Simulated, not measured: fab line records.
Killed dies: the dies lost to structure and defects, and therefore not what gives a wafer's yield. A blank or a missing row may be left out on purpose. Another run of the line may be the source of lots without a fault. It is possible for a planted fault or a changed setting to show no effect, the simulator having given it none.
Which tool is to blame?    flow nandHarc    6 lots, 18 wafers sampled, at 5 steps of a route of 1159

WHAT THE GAUGES READ, wafer by wafer
NHARC_END_SORT_01.
lot   measured      on         killedAtOther
L616  day 20 20:20  prober-02  1 0 0
L620  day 21 02:19  prober-01  0 0 0
L618  day 21 10:09  prober-01  0 0 0
L619  day 21 10:19  prober-02  0 1 0
L624  day 22 09:40  prober-01  0 0 1
L635  day 24 16:58  prober-01  0 0 0

WHICH TOOL RAN EACH LOT (tool, then ch and the chambers of the sampled wafers, then the start)
lot   NHARC_A_CONTACT_ETCH_111            NHARC_A_CONTACT_ETCH_112            NHARC_A_CONTACT_ETCH_117            NHARC_A_CONTACT_ETCH_90
L616  harCapEtch-03 ch 0,1, day 16 20:15  harCapEtch-03 ch 0,1, day 16 20:25  harCapEtch-03 ch 0,1, day 16 20:52  rieDiel-13 ch 0,1,3, day 16 22:00
L620  harCapEtch-03 ch 0,1, day 17 02:09  harCapEtch-03 ch 0,1, day 17 02:21  harCapEtch-03 ch 0,1, day 17 02:48  rieDiel-07 ch 0,2,3, day 17 03:56
L618  harCapEtch-01 ch 0,1, day 17 16:38  harCapEtch-01 ch 0,1, day 17 16:50  harCapEtch-01 ch 0,1, day 17 17:17  rieDiel-13 ch 1,3, day 17 18:26
L619  harCapEtch-02 ch 0,1, day 17 20:06  harCapEtch-02 ch 0,1, day 17 20:18  harCapEtch-02 ch 0,1, day 17 20:46  rieDiel-13 ch 0,3, day 17 21:55
L624  harCapEtch-02 ch 0,1, day 19 08:31  harCapEtch-02 ch 0,1, day 19 08:46  harCapEtch-02 ch 0,1, day 19 09:23  rieDiel-13 ch 0,2,3, day 19 10:50
L635  harCapEtch-02 ch 0,1, day 21 06:41  harCapEtch-02 ch 0,1, day 21 06:50  harCapEtch-02 ch 0,1, day 21 07:17  rieDiel-13 ch 0,1,2, day 21 08:26
- NHARC_A_CONTACT_ETCH_111: etches the open film in C4F8/O2/Ar, time 140 s, target depth 700 nm.
- NHARC_A_CONTACT_ETCH_112: etches the open film in C4F8/O2/Ar, time 94 s, target depth 922 nm.
- NHARC_A_CONTACT_ETCH_117: etches the open film in C4F8/O2/Ar, time 94 s, target depth 922 nm.
- NHARC_A_CONTACT_ETCH_90: etches the open film in CH3F/O2, target depth 40 nm, time 85.7 s.

THE ANSWER, worked out from the rows above alone
Rule: what is usual is taken from the lots themselves. Put in order of their means at a reading, lots are off if they are a third of the lots or fewer, leave a main group of 4 or more, and stand apart from it by a gap of 3 or more times the standard deviation of the main group's means; of several such gaps the widest counts. A main group whose means are all the same, to the digits that the tables above print for the reading, isn't used. Also off: a lot with no number at a reading for which 4 or more lots have one. Where the step has rows for the other lots, those lots are counted as sound.
None of the lots is off at any reading shown; this tells nothing.

WHAT WAS PUT IN BY THE SIMULATOR
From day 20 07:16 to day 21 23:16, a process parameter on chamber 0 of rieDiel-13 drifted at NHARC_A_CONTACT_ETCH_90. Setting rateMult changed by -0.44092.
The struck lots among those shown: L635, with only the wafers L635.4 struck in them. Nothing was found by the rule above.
